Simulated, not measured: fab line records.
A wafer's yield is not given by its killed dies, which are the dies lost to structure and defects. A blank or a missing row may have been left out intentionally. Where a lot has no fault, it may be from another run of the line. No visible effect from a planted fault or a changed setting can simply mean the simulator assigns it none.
Chamber matching -- flow n5Finfet -- N5_HKMG_FIN_ETCH_67 on rieDiel-05 has 4 sister chambers
The step etches SOC in N2/H2, stops on TiN, target depth 388.9 nm. 7 wafers are shown with their chamber, then 7 later ones without.

== WAFERS PAIRED WITH THEIR CHAMBERS ==
wafer,chamber,drypumpMotorCurrentA (A),showerheadPlenumPTorr (Torr)
L078.4,3,4.8,2.65
L085.3,2,6.2,2.44
L085.5,0,5.3,2.52
L088.1,0,5.2,2.52
L088.5,1,5.4,2.51
L091.2,3,4.8,2.64
L091.3,1,5.4,2.50

== WAFERS WITH NO CHAMBER GIVEN ==
wafer,drypumpMotorCurrentA (A),showerheadPlenumPTorr (Torr)
L091.5,5.4,2.50
L093.1,6.2,2.43
L093.2,5.4,2.50
L093.6,5.2,2.51
L097.3,5.4,2.50
L097.4,6.2,2.43
L097.6,5.4,2.50

== WHICH CHAMBER EACH WENT THROUGH ==
wafer,from the rows above,in truth
L091.5,1,1
L093.1,2,2
L093.2,1,1
L093.6,0,0
L097.3,1,1
L097.4,2,2
L097.6,1,1
Placed correctly: 7 of 7. Not placeable from these rows: 0. Placed wrongly: 0.
How it was worked out, from the rows above alone: a wafer's distance from a chamber is the root of the sum, over the readings, of the square of ((its reading less the chamber's mean) divided by the reading's scatter). The wafer belongs to the nearest chamber; if the next one is less than 2 further off, it can't be placed. For every chamber, the mean is computed from those of its wafers that are shown. The scatter is the square root of a quotient: the sum, over the shown wafers, of each reading's squared deviation from its chamber's mean, divided by wafers minus chambers.
